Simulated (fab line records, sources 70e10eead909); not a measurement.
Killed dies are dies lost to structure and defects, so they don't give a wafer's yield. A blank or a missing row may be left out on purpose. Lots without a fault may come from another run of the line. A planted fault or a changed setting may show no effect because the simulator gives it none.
A struck lot beside a sound one | flow nand_harc | 21 steps out of a route of 1302
Sound: wafers L289.1, L289.2, L289.3. Struck: wafers L297.2, L297.4, L297.5. The cause comes at the end.
At each step with rows: each side's tool, then ch and its chambers, then its first start. Under that, the readings that differ: sound wafers | struck wafers | difference of the means | sigmas: that difference in standard deviations of wafers without a fault.
alike: readings whose means differ by less than 2 such deviations, and words and numbers that are the same on both sides. not compared: withheld readings, readings that some wafer has no value for, bounds like >300 that may hide the same value, and numbers for which the record gives no deviation and whose values overlap.
The two part at a step that has a row with sigmas, a row that says differs or no value, or rows on one side only. Numbers that don't overlap but have no deviation are shown without sigmas and don't part them. A reading that every wafer of one side lacks parts them only if that side has two wafers or more.

NHARC_P_CONTACT_CMP_24: polishes, t overpolish 30 s, target thk 200 nm.
  sound on cmp-01 ch 0,2,3, day 5 23:55; struck on cmp-01 ch 0,1, day 9 04:01
  alike: motor_current_A, overpolish_run_s, time_to_endpoint_s
then, 1 step without rows for these wafers: NHARC_P_CONTACT_SRD_26.
NHARC_P_CONTACT_INSPECT_27:
  sound on defect_inspect-02, day 6 00:19; struck on defect_inspect-01, day 9 04:25
  alike: raw_defect_count
then, 8 steps without rows for these wafers: NHARC_P_M0_DEP_00 (deposits SiOC, target thk 150 nm); NHARC_P_M0_DEHYDRATE_01 (time 120 s); NHARC_P_M0_HMDS_02 (time 30 s); NHARC_P_M0_COAT_33 (time 65 s); NHARC_P_M0_COAT_03 (resist thk 90 nm); NHARC_P_M0_SOFTBAKE_04 (time 55 s); NHARC_P_M0_EBR_05; NHARC_P_M0_EXPOSE_06 (exposes mask P M0, target cd 90 nm).
NHARC_P_M0_PEB_07: peb time 65 s.
  sound on litho_track-04 ch 0, day 6 01:09; struck on litho_track-06 ch 0, day 9 05:14
then, 1 step without rows for these wafers: NHARC_P_M0_DEVELOP_08 (develop time 35 s).
NHARC_P_M0_CD_MEAS_09: target cd 90 nm.
  sound on cd_sem-02 ch 0, day 6 01:13; struck on cd_sem-01 ch 0, day 9 05:19
  reading    | sound          | struck         | difference | sigmas
  cd_nm (nm) | 89.9 90.1 90.3 | 92.0 91.2 91.8 | +1.6       | +3
NHARC_P_M0_OVL_MEAS_10: pitch 180 nm.
  sound on overlay-01, day 6 01:19; struck on overlay-01, day 9 05:25
  alike: overlay_x_nm, overlay_y_nm
NHARC_P_M0_INSPECT_11:
  sound on defect_inspect-01, day 6 01:21; struck on defect_inspect-01, day 9 05:26
  alike: raw_defect_count
NHARC_P_M0_DESCUM_14: chemistry O2, time 3 s.
  sound on rie_diel-09 ch 1,2,3, day 6 01:25; struck on rie_diel-01 ch 1,2, day 9 05:30
  reading               | sound          | struck           | difference | sigmas
  model.P_M0.cd_nm (nm) | 90 90.18 90.51 | 91.42 90.8 90.96 | +0.83      |
  alike: drypump_motor_current_A, o2_flow_sccm, oes_product_au, rf_vpp_V, showerhead_plenum_p_Torr, throttle_valve_pct
  not compared: rf_hours_counter_h
NHARC_P_M0_ETCH_34: etches the open film in N2/H2, target depth 40 nm, overetch 12 nm, time 43.94 s.
  sound on rie_diel-09 ch 0,1,3, day 6 01:30; struck on rie_diel-01 ch 0,1,3, day 9 05:36
  alike: drypump_motor_current_A, oes_product_au, rf_vpp_V, showerhead_plenum_p_Torr, throttle_valve_pct
  not compared: rf_hours_counter_h
NHARC_P_M0_ETCH_15: etches the open film in C4F8/Ar, target depth 150 nm, overetch 15 nm, time 82.5 s.
  sound on rie_diel-09 ch 0,1,3; struck on rie_diel-01 ch 1,3
  reading               | sound             | struck            | difference | sigmas
  model.P_M0.cd_nm (nm) | 89.68 89.72 90.46 | 91.37 90.83 91.06 | +1.13      |
  alike: oes_product_au, rf_vpp_V
  not compared: rf_hours_counter_h
NHARC_P_M0_CD_MEAS_16:
  sound on cd_sem-03, day 6 01:43; struck on cd_sem-01, day 9 05:49
  reading    | sound          | struck         | difference | sigmas
  cd_nm (nm) | 89.4 89.6 90.4 | 91.1 91.2 91.2 | +1.4       | +2
-- the record jumps here: 18 days lie between the struck wafers' starts before and after (it left off in module P_M0 and takes up again in module END, whose first step shown is number 1302 of the route) --
NHARC_END_SORT_01:
  sound on prober-02 ch 0, day 24 10:35; struck on prober-02 ch 0, day 27 07:26
  alike: defect_limited_yield, killed_at_array, killed_at_other, killed_at_periphery, killed_dies, killed_open, killed_short, sort_bin_2_pct, sort_bin_3_pct, sort_bin_4_pct, sort_n_pass, sort_rim_yield_pct, sort_yield_pct

WHERE THEY PART
First at NHARC_P_M0_CD_MEAS_09; last, within this record, at NHARC_P_M0_CD_MEAS_16. Later steps at which nothing parts them and some readings are alike: NHARC_END_SORT_01.

WHY: what the simulator had put in
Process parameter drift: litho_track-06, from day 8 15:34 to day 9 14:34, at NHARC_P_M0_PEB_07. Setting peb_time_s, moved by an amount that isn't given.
